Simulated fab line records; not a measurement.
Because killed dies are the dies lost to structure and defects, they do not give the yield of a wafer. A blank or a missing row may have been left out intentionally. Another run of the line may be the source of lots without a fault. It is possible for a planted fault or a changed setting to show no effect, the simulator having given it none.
One fault through the eyes of 2 desks | flow n5-finfet | every desk sees just its own numbers, and what lay behind them comes last

## THE METROLOGY DESK
What the gauges read, lot by lot, whatever tool the lot ran on: means of the sampled wafers that have a number. Any lot whose mean is over 4 standard deviations away from the usual mean is out of limits and marked OUT; that distance is given in the brackets. 7 of its 11 readings are shown, namely those furthest out on some lot.
Columns: A = DIBL_P at N5_BEOL_M4_RC_MEAS_101, usual 37.1 mV/V; B = IOFF_P at N5_BEOL_M4_RC_MEAS_101, usual 0.22 nA/um; C = ION_N at N5_BEOL_M4_RC_MEAS_101, usual 674 uA/um; D = ION_P at N5_BEOL_M4_RC_MEAS_101, usual 463 uA/um; E = SS_N at N5_BEOL_M4_RC_MEAS_101, usual 71.7 mV/dec; F = VT_P at N5_BEOL_M4_RC_MEAS_101, usual -250 mV; G = PASS_OPEN_OVL at N5_PASSIVATION_OVL_MEAS_66, usual 1 nm
lot  | first seen here | A    | B    | C   | D   | E    | F    | G
L957 | day 9 03:10     | 37.9 | 0.26 | 677 | 469 | 71.7 | -247 | 5
L961 | day 10 04:57    | 37.1 | 0.24 | 674 | 462 | 72.1 | -248 | -2
L967 | day 11 01:46    | 38.1 | 0.24 | 682 | 467 | 72.0 | -250 | 6
L969 | day 11 17:25    | 38.4 | 0.24 | 676 | 462 | 72.4 | -248 | -12
L968 | day 12 08:14    | 35.5 | 0.19 | 661 | 457 | 71.4 | -253 | 2
L971 | day 12 15:25    | 36.7 | 0.20 | 659 | 452 | 72.4 | -251 | -7
L972 | day 12 16:11    | 37.4 | 0.28 | 688 | 473 | 71.9 | -244 | 0
L975 | day 13 12:01    | 39.8 | 0.25 | 679 | 462 | 72.5 | -249 | 8
L977 | day 13 22:05    | 37.3 | 0.23 | 672 | 468 | 70.9 | -247 | -0
This desk's verdict: no lot among the 9 shows anything out of limits.

## FOR THE TOOL OWNER'S DESK: pvd-sputter-01
The tool's own readings at N5_PASSIVATION_AL_DEP_21 (deposits Al, target thk 2800 nm, time 170 s): means of the sampled wafers that have a number, for each lot that ran on this tool. Any lot whose mean is over 4 standard deviations away from the usual mean is out of limits and marked OUT; that distance is given in the brackets.
Columns: A = throttle-valve-pct at N5_PASSIVATION_AL_DEP_21, usual 29.8 %
lot  | first seen here | A
L957 | day 13 08:47    | 29.5
L961 | day 14 05:49    | 29.1
L969 | day 15 15:23    | 29.4
L968 | day 16 04:28    | 29.6
L971 | day 16 08:53    | 30.2
This desk's verdict: no lot among the 5 shows anything out of limits.

## PUT TOGETHER
Nothing out of limits was seen by the metrology desk.
The tool owner's desk saw nothing out of limits.

## WHAT WAS PUT IN BY THE SIMULATOR
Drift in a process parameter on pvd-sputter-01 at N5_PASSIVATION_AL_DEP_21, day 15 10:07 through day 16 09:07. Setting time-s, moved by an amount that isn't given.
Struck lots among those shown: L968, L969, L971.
